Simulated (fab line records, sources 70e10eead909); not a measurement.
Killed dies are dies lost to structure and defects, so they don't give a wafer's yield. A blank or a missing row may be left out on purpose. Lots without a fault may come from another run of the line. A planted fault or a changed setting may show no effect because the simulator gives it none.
Which tool did it? | flow nand_harc | 12 lots, 36 wafers sampled, at 4 steps of a route of 1302

WHAT THE GAUGES READ, wafer by wafer
The record holds no reading of a measuring or inspecting step that can be judged against a usual standard deviation.

WHICH TOOL RAN EACH LOT (tool, then ch and the chambers of the sampled wafers, then the start)
lot  | NHARC_A_CHANNEL_HOLE_D1_XSEM_31 | NHARC_A_CHANNEL_FILL_D1_ETCHBACK_19 | NHARC_A_CHANNEL_FILL_D1_ETCHBACK_20 | NHARC_A_CHANNEL_FILL_D1_STRIP_29
L101 | xsem-01 ch 0, day 8 21:55       | rie_si-03 ch 0,1,2, day 9 22:36     | rie_diel-01 ch 0,2, day 9 22:43     | rie_diel-01 ch 0,3, no start
L102 | xsem-02 ch 0, day 9 00:37       | rie_si-01 ch 0,1, day 9 22:35       | rie_diel-03 ch 0,1,2, day 9 22:43   | rie_diel-11 ch 0,3, no start
L103 | xsem-01 ch 0, day 9 16:01       | rie_si-05 ch 0,2,3, day 10 16:40    | rie_diel-01 ch 0,1,3, day 10 16:47  | rie_diel-01 ch 1,2, no start
L104 | xsem-01 ch 0, day 10 00:22      | rie_si-01 ch 0,2,3, day 11 03:20    | rie_diel-03 ch 0,1,3, day 11 03:29  | rie_diel-01 ch 2,3, no start
L105 | xsem-01 ch 0, day 10 17:14      | rie_si-01 ch 1,2,3, day 11 20:22    | rie_diel-03 ch 1,2,3, day 11 20:31  | rie_diel-03 ch 1,3, no start
L108 | xsem-02 ch 0, day 11 19:10      | rie_si-03 ch 1,2,3, day 12 22:56    | rie_diel-01 ch 0,1,2, day 12 23:04  | rie_diel-11 ch 0,1,2, no start
L110 | xsem-02 ch 0, day 12 10:52      | rie_si-05 ch 0,2,3, day 13 12:41    | rie_diel-03 ch 0,1,2, day 13 12:49  | rie_diel-01 ch 0,2,3, no start
L117 | xsem-01 ch 0, day 15 09:23      | rie_si-03 ch 0,1,2, day 16 11:49    | rie_diel-03 ch 0,2,3, day 16 11:56  | rie_diel-03 ch 2,3, no start
L118 | xsem-02 ch 0, day 15 20:47      | rie_si-03 ch 0,2, day 17 00:14      | rie_diel-11 ch 1,2,3, day 17 00:22  | rie_diel-11 ch 1,2,3, no start
L120 | xsem-02 ch 0, day 17 16:25      | rie_si-05 ch 2,3, day 18 16:26      | rie_diel-01 ch 2,3, day 18 16:34    | rie_diel-03 ch 0,1,2, no start
L122 | xsem-01 ch 0, day 17 19:58      | rie_si-03 ch 1,2, day 18 20:49      | rie_diel-11 ch 2,3, day 18 20:56    | rie_diel-11 ch 0,2,3, no start
L123 | xsem-01 ch 0, day 18 08:07      | rie_si-01 ch 0,1, day 19 06:44      | rie_diel-11 ch 1,2, day 19 06:51    | rie_diel-03 ch 0,1, no start
- NHARC_A_CHANNEL_HOLE_D1_XSEM_31
- NHARC_A_CHANNEL_FILL_D1_ETCHBACK_19: etches the open film in HBr/Cl2, target depth 5 nm, time 1.7 s.
- NHARC_A_CHANNEL_FILL_D1_ETCHBACK_20: etches the open film in C4F8/O2/Ar, target depth 27 nm, time 13.5 s.
- NHARC_A_CHANNEL_FILL_D1_STRIP_29: strips in O2, time 20 s.

WHAT THE TOOLS THEMSELVES READ (means of the sampled wafers that have a number; where no wafer has one, the mark that the record gives instead)
NHARC_A_CHANNEL_HOLE_D1_XSEM_31.
lot  | tool    | bot_cd_nm (nm) | bow_nm (nm) | tilt_deg (degrees)
L101 | xsem-01 | 76.1           | 8.81        | 0.07
L102 | xsem-02 | 76.3           | 8.51        | 0.14
L103 | xsem-01 | 71.7           | 8.35        | 0.09
L104 | xsem-01 | 75.9           | 8.44        | 0.11
L105 | xsem-01 | 76.2           | 8.78        | 0.07
L108 | xsem-02 | 73.5           | 8.39        | 0.08
L110 | xsem-02 | 76.8           | 8.75        | 0.07
L117 | xsem-01 | 76.1           | 8.50        | 0.07
L118 | xsem-02 | 75.9           | 8.87        | 0.12
L120 | xsem-02 | 74.3           | 8.35        | 0.10
L122 | xsem-01 | 73.4           | 8.78        | 0.03
L123 | xsem-01 | 77.8           | 8.32        | 0.06

NHARC_A_CHANNEL_FILL_D1_ETCHBACK_19.
lot  | tool      | drypump_motor_current_A (A) | he_backside_leak_sccm (sccm) | oes_product_au (a.u.) | rf_fwd_power_W (W) | throttle_valve_pct (%)
L101 | rie_si-03 | 5.7                         | 2.6                          | 1.006                 | 390.1              | 26.398
L102 | rie_si-01 | 6.3                         | 2.9                          | 1.007                 | 389.8              | 26.420
L103 | rie_si-05 | 5.7                         | 2.5                          | 1.007                 | 390.5              | 26.400
L104 | rie_si-01 | 5.8                         | 2.5                          | 1.001                 | 388.6              | 26.409
L105 | rie_si-01 | 6.0                         | 2.7                          | 0.996                 | 389.2              | 26.402
L108 | rie_si-03 | 5.2                         | 2.7                          | 0.993                 | 391.3              | 26.405
L110 | rie_si-05 | 5.7                         | 2.5                          | 1.008                 | 390.4              | 26.404
L117 | rie_si-03 | 5.7                         | 2.7                          | 0.997                 | 389.1              | 26.406
L118 | rie_si-03 | 5.6                         | 2.6                          | 1.004                 | 390.0              | 26.395
L120 | rie_si-05 | 5.8                         | 2.5                          | 0.994                 | 390.9              | 26.401
L122 | rie_si-03 | 5.4                         | 2.6                          | 1.002                 | 390.7              | 26.412
L123 | rie_si-01 | 6.3                         | 2.5                          | 1.001                 | 390.9              | 26.410

NHARC_A_CHANNEL_FILL_D1_ETCHBACK_20.
lot  | tool        | oes_product_au (a.u.) | rf_fwd_power_W (W) | rf_vpp_V (V)
L101 | rie_diel-01 | 1.01                  | 587.7              | 978
L102 | rie_diel-03 | 0.93                  | 586.8              | 979
L103 | rie_diel-01 | 1.00                  | 585.4              | 977
L104 | rie_diel-03 | 0.92                  | 586.4              | 982
L105 | rie_diel-03 | 0.93                  | 585.7              | 981
L108 | rie_diel-01 | 0.92                  | 587.3              | 980
L110 | rie_diel-03 | 1.00                  | 588.9              | 980
L117 | rie_diel-03 | 1.01                  | 618.4              | 984
L118 | rie_diel-11 | 0.91                  | 587.1              | 980
L120 | rie_diel-01 | 1.00                  | 584.0              | 972
L122 | rie_diel-11 | 0.91                  | 585.3              | 984
L123 | rie_diel-11 | 0.92                  | 589.1              | 977

NHARC_A_CHANNEL_FILL_D1_STRIP_29.
lot  | tool        | drypump_motor_current_A (A) | oes_product_au (a.u.) | rf_vpp_V (V) | showerhead_plenum_p_Torr (Torr) | throttle_valve_pct (%)
L101 | rie_diel-01 | 5.4                         | 1.011                 | 57.3         | 3.43                            | 17.040
L102 | rie_diel-11 | 5.8                         | 1.000                 | 58.4         | 3.53                            | 17.038
L103 | rie_diel-01 | 5.8                         | 0.999                 | 57.7         | 3.68                            | 17.037
L104 | rie_diel-01 | 5.9                         | 1.005                 | 57.0         | 3.40                            | 17.033
L105 | rie_diel-03 | 5.7                         | 0.999                 | 57.9         | 3.68                            | 17.042
L108 | rie_diel-11 | 6.0                         | 0.989                 | 57.1         | 3.48                            | 17.029
L110 | rie_diel-01 | 5.6                         | 1.005                 | 58.1         | 3.45                            | 17.042
L117 | rie_diel-03 | 5.9                         | 0.994                 | 57.8         | 3.71                            | 17.037
L118 | rie_diel-11 | 5.8                         | 0.981                 | 57.9         | 3.58                            | 17.034
L120 | rie_diel-03 | 5.7                         | 0.992                 | 58.2         | 3.56                            | 17.040
L122 | rie_diel-11 | 5.8                         | 0.996                 | 59.0         | 3.55                            | 17.030
L123 | rie_diel-03 | 5.4                         | 0.989                 | 57.6         | 3.53                            | 17.035

THE ANSWER, worked out from the rows above alone
Rule: what is usual is taken from the lots themselves. Put in order of their means at a reading, lots are off if they are a third of the lots or fewer, leave a main group of 4 or more, and stand apart from it by a gap of 3 or more times the standard deviation of the main group's means; of several such gaps the widest counts. A main group whose means are all the same, to the digits that the tables above print for the reading, isn't used. A lot without any number at a reading at which 4 lots or more have one is off too. The other lots that the step has rows for count as sound. The gauges are gone through in route order, then the tools' own readings, and for those a lot's mean is taken as printed above. The first step at which some lot is off is used, and at that step the reading that is off furthest; a lot without a number counts as furthest.
Off: L117, at NHARC_A_CHANNEL_FILL_D1_ETCHBACK_20 (rf_fwd_power_W). The main group: mean 586.7 W, standard deviation 1.5.
A tool fits if, at that step or a process step before it, it ran every lot that is off, and no sound lot after the first of them. One fits: rie_diel-03 at NHARC_A_CHANNEL_FILL_D1_ETCHBACK_20. Its last sound lot is L110 (day 13 12:49), its first lot that is off L117 (day 16 11:56): a fault that began between those two fits.
The tool's own readings at NHARC_A_CHANNEL_FILL_D1_ETCHBACK_20 bear it out: on the lots that are off they differ by more than 5 times the standard deviation of the sound lots' means. rf_fwd_power_W reads 618.4 W there against 586.7 W on the sound lots.

WHAT THE SIMULATOR HAD PUT IN
Process parameter drift: rie_diel-03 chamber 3, from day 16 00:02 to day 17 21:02, at NHARC_A_CHANNEL_FILL_D1_ETCHBACK_20. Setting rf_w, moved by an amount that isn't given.
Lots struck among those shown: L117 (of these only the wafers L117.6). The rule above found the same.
